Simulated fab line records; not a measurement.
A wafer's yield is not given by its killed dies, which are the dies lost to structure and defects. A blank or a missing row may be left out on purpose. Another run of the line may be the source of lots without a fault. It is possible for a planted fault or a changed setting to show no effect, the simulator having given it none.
A struck lot beside a sound one -- flow n5_finfet -- 35 steps out of a route of 1938
Sound: wafers L240.3, L240.4, L240.6. Struck: wafer L250.6. (L250.4, L250.5 of the same lot were not struck and are left out.) The cause comes at the end.
Each step with rows lists, per side, the tool, then ch with its chambers, then its first start. Under that, the readings that differ: sound wafers -- struck wafers -- difference of the means -- sigmas: that difference in standard deviations of wafers without a fault.
alike: words and numbers the same on both sides, and readings whose means are apart by under 2 such deviations; not compared: readings that were withheld, readings missing a value for some wafer, numbers with overlapping values and no deviation given by the record, and bounds like >300 which may hide the same value.
A row with sigmas, a row that says differs or no value, or rows on one side alone: a step with any of these is where the two part. Numbers that don't overlap but have no deviation are shown without sigmas and don't part them. Lack of a reading on every wafer of one side parts them only where that side has two or more wafers.

first, 9 steps without rows for these wafers: N5_MOL_CONTACT_COAG_COAT_77 (time 60 s, resist thk 10 nm); N5_MOL_CONTACT_COAG_COAT_78 (resist thk 40 nm); N5_MOL_CONTACT_COAG_EBR_80; N5_MOL_CONTACT_COAG_SOFTBAKE_79 (time 60 s); N5_MOL_CONTACT_COAG_EXPOSE_81 (exposes mask VG, defocus 0 nm); N5_MOL_CONTACT_COAG_PEB_82 (peb time 60 s); N5_MOL_CONTACT_COAG_DEVELOP_83 (develop time 30 s); N5_MOL_CONTACT_COAG_DESCUM_88 (chemistry O2, time 7 s); N5_MOL_CONTACT_COAG_ETCH_89 (etches underlayer in N2/H2, target depth 13 nm, time 10.4 s).
N5_MOL_CONTACT_COAG_ETCH_90: etches SiARC in CF4, target depth 13 nm, time 21.7 s.
  sound on rie_diel-04 ch 0,3, day 6 01:17; struck on rie_diel-04 ch 0, day 8 07:55
  alike: drypump_motor_current_A, etch_rf_on_time_s, oes_product_au, rf_fwd_power_W, rf_vpp_V, showerhead_plenum_p_Torr, throttle_valve_pct
  not compared: rf_hours_counter_h
then, 22 steps without rows for these wafers: N5_MOL_CONTACT_COAG_ALD_131 (deposits SiO2, target thk 5 nm, pulse time 1 s, co reactant pulse time 1 s); N5_MOL_CONTACT_COAG_ETCHBACK_132 (etches SiO2 in CHF3, target depth 10 nm, time 6.7 s); N5_MOL_CONTACT_COAG_ETCH_91 (etches SOC in N2/H2, target depth 60 nm, overetch 21 nm, time 101.2 s); N5_MOL_CONTACT_COAG_STRIP_92 (strips in N2/H2); N5_MOL_CONTACT_COAG_STRIP_93 (strips in N2/H2); N5_MOL_CONTACT_COAG_ETCHBACK_135 (etches SiO2 in CHF3, target depth 25 nm, time 16.7 s); N5_MOL_CONTACT_COAG_STRIP_118 (strips in CHF3); N5_MOL_CONTACT_COAG_VIA_ETCH_46 (etches SiO2 in C4F6/O2, target depth 46 nm, overetch 9.2 nm, time 40 s); N5_MOL_CONTACT_COAG_STRIP_96 (strips in N2/H2); N5_MOL_CONTACT_COAG_ETCH_47 (etches SiNx in CH3F/O2, stops on W, target depth 27 nm); N5_MOL_CONTACT_COAG_STRIP_119 (strips in N2/H2, time 30 s); N5_MOL_CONTACT_COAG_PRECLEAN_144 (cleans in alkaline clean, time 60 s); N5_MOL_CONTACT_COAG_SRD_145 (time 30 s); N5_MOL_CONTACT_COAG_COAT_62 (time 60 s, resist thk 60 nm); N5_MOL_CONTACT_COAG_COAT_63 (time 60 s, resist thk 10 nm); N5_MOL_CONTACT_COAG_COAT_64 (time 60 s, resist thk 10 nm); N5_MOL_CONTACT_COAG_COAT_34 (resist thk 40 nm); N5_MOL_CONTACT_COAG_EBR_36; N5_MOL_CONTACT_COAG_SOFTBAKE_35 (time 60 s); N5_MOL_CONTACT_COAG_EXPOSE_37 (exposes mask VD, defocus 0 nm); N5_MOL_CONTACT_COAG_PEB_38 (peb time 60 s); N5_MOL_CONTACT_COAG_DEVELOP_39 (develop time 30 s).
N5_MOL_CONTACT_COAG_INSPECT_42: inspects for defects (brightfield).
  sound: defect_inspect-02 at day 6 02:37; struck: defect_inspect-01 at day 8 09:08
reading,sound,struck,difference,sigmas
raw_defect_count,219 392 292,457,+156,+2
then, 1 step without rows for these wafers: N5_MOL_CONTACT_COAG_DESCUM_45 (chemistry O2, time 7 s).
-- record jumps: 7 days separate the struck wafers' starts on either side; left off in module MOL_CONTACT_COAG, taken up again in module PASSIVATION, whose first shown step is the route's number 1936 --
N5_PASSIVATION_PROBE_49:
  sound: prober-02 at day 12 14:05; struck: prober-02 at day 15 10:13
reading,sound,struck,difference,sigmas
killed_at_contacts,19 31 17,70,+48,+8
killed_dies,97 96 121,146,+41,+2
  alike: killed_at_M0_to_M3, killed_at_M4_up, killed_at_front_end, killed_at_other, killed_open, killed_short

== WHERE THEY PART ==
Earliest at N5_MOL_CONTACT_COAG_INSPECT_42; latest, in this record, at N5_PASSIVATION_PROBE_49.

WHY: what had been put in by the simulator
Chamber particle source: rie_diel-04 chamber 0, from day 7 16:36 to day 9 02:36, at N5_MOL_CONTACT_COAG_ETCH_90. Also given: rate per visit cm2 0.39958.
